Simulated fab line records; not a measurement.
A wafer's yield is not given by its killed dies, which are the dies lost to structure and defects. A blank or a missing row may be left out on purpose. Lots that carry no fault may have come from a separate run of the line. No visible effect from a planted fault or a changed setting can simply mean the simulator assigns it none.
Problem report in the 8D (eight disciplines) form, filled by code || flow n5 finfet || the parts of the form that need people (team, actions taken, sign-off) are left out

== 1. PROBLEM STATEMENT ==
N5_BEOL_M0_SAQP_CD_MEAS_29, cd nm: mean 10.87 nm over 1 wafer from 1 lot; wafers with no fault: 14.98 nm, standard deviation 0.22. That is -19 standard deviations from the usual mean.
The step: target cd 14.4 nm.
Seen first at day 8 15:44 on cd sem-02, wafer L411.3. Wafers with a number at this step in the record: 26, from 9 lots. By rule, "out" or "out of limits" means more than 4 standard deviations away from the usual mean. All remaining wafers that have a number are taken as sound.

== 2. WHAT IT IS, AND WHAT IT ISN'T ==
{"question": "which readings at this step", "is": "cd nm", "is not": "-"}
{"question": "which lots", "is": "L411", "is not": "L401, L403, L409, L416, L417, L419, L420, L421"}
{"question": "which wafers of those lots", "is": "L411.3", "is not": "L411.2"}
{"question": "read on which gauges", "is": "cd sem-02", "is not": "cd sem-01, cd sem-03"}
{"question": "when", "is": "from day 8 15:44", "is not": "up to then (10 sound wafers); but 15 sound wafers of L416, L417, L419, L420, L421 came after"}

== 3. THE SUSPECTS, EACH WITH WHAT RULES IT OUT ==
Counting: a tool at a process step up to the reading stays a suspect if it ran every lot that is out. Sound lots after the first of them don't rule it out here, since some wafers of a struck lot are sound.
- the gauge at N5_BEOL_M0_SAQP_CD_MEAS_29 has been ruled out. All the wafers that are out were read on cd sem-02, but those of them that N5_PASSIVATION_PROBE_49 has rows for are out there too, on other tools.
- vapor etch-02 at N5_BEOL_M0_SAQP_RECESS_114 (chemistry HF/NH3, target SiO2, target depth 14.4 nm, afs cycles 3, sublimation time 60 s): kept. It processed L411, the lot that is out, at day 8 09:57, and its most recent sound lot before then was L409 at day 8 03:24.
- ald sin-04 at N5_BEOL_M0_SAQP_SPACER2_ALD_26 (deposits SiO2, target thk 15 nm, pulse time 1 s, purge time 2 s): kept. It processed L411, the lot that is out, at day 8 14:59, and its most recent sound lot before then was L401 at day 6 05:17.
- rie si-01 at N5_BEOL_M0_SAQP_MANDREL2_REMOVE_110 (chemistry HBr/Cl2/O2, target a-Si, stops on SiCN, bt time 10 s): kept. It processed L411, the lot that is out, at day 8 15:38, and its most recent sound lot before then was L403 at day 7 01:24.
- Within ald sin-04 at N5_BEOL_M0_SAQP_SPACER2_ALD_26: the wafers that are out ran in chamber 1; their sound lot-mates ran in chamber 3.
- Within rie si-01 at N5_BEOL_M0_SAQP_MANDREL2_REMOVE_110: the wafers that are out ran in chamber 1; their sound lot-mates ran in chamber 0.
The count leaves vapor etch-02 at N5_BEOL_M0_SAQP_RECESS_114, ald sin-04 at N5_BEOL_M0_SAQP_SPACER2_ALD_26, and rie si-01 at N5_BEOL_M0_SAQP_MANDREL2_REMOVE_110.

== 4. THE CAUSE (what the simulator had put in) ==
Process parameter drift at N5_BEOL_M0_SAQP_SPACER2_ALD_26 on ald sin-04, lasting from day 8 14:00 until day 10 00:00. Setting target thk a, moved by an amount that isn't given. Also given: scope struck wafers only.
Counting left 3 suspects, and this tool is among them.

== 5. THE EFFECT CHAIN, in route order ==
Each row: a reading where the mean over the struck wafers with a number is more than 3 standard deviations away from the usual. Scope: only readings with a usual standard deviation given in the record; hours: median across lots of the time from each lot's start at the first step in this table that gives one to its start at this step; sigmas: change in usual standard deviations.
{"hours": 0, "step": "N5_BEOL_M0_SAQP_CD_MEAS_29", "reading": "cd nm", "usual": "14.98 nm", "on struck wafers": 10.87, "change": -4.11, "sigmas": -19}
{"hours": 186, "step": "N5_PASSIVATION_PROBE_49", "reading": "defect limited yield", "usual": "91.1 %", "on struck wafers": 0.0, "change": -91.1, "sigmas": -65}
{"hours": 186, "step": "N5_PASSIVATION_PROBE_49", "reading": "killed_at_M0_to_M3", "usual": 36, "on struck wafers": 1124, "change": "+1088", "sigmas": "+99"}
{"hours": 186, "step": "N5_PASSIVATION_PROBE_49", "reading": "killed dies", "usual": 105, "on struck wafers": 1180, "change": "+1075", "sigmas": "+67"}
{"hours": 186, "step": "N5_PASSIVATION_PROBE_49", "reading": "killed on rim", "usual": 14, "on struck wafers": 152, "change": "+138", "sigmas": "+31"}
{"hours": 186, "step": "N5_PASSIVATION_PROBE_49", "reading": "sort n pass", "usual": 1074, "on struck wafers": 0, "change": -1074, "sigmas": -67}
{"hours": 186, "step": "N5_PASSIVATION_PROBE_49", "reading": "sort yield pct", "usual": "91.1 %", "on struck wafers": 0.0, "change": -91.1, "sigmas": -65}
It contains these process steps:
- N5_PASSIVATION_PROBE_49
At these later measuring or inspecting steps, every struck wafer for which the step has a row has a number for every such reading, and none has moved that far: N5_BEOL_M0_SAQP_CD_MEAS_40.

== 6. HOW IT WOULD HAVE BEEN CAUGHT EARLIER ==
Counted from the fault's start at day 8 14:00, it took 2 hours until the first out-of-limits reading at a measuring or inspecting step in this record, taken at day 8 15:44.
An alarm limit of 4 standard deviations would not have fired on the tool readings at N5_BEOL_M0_SAQP_SPACER2_ALD_26 for which the record gives a usual standard deviation, since none of them was out on any struck wafer.
By day 8 15:44, every lot that is out (1) had started N5_BEOL_M0_SAQP_SPACER2_ALD_26 on ald sin-04. None of them would have been spared by holding the tool at that moment.
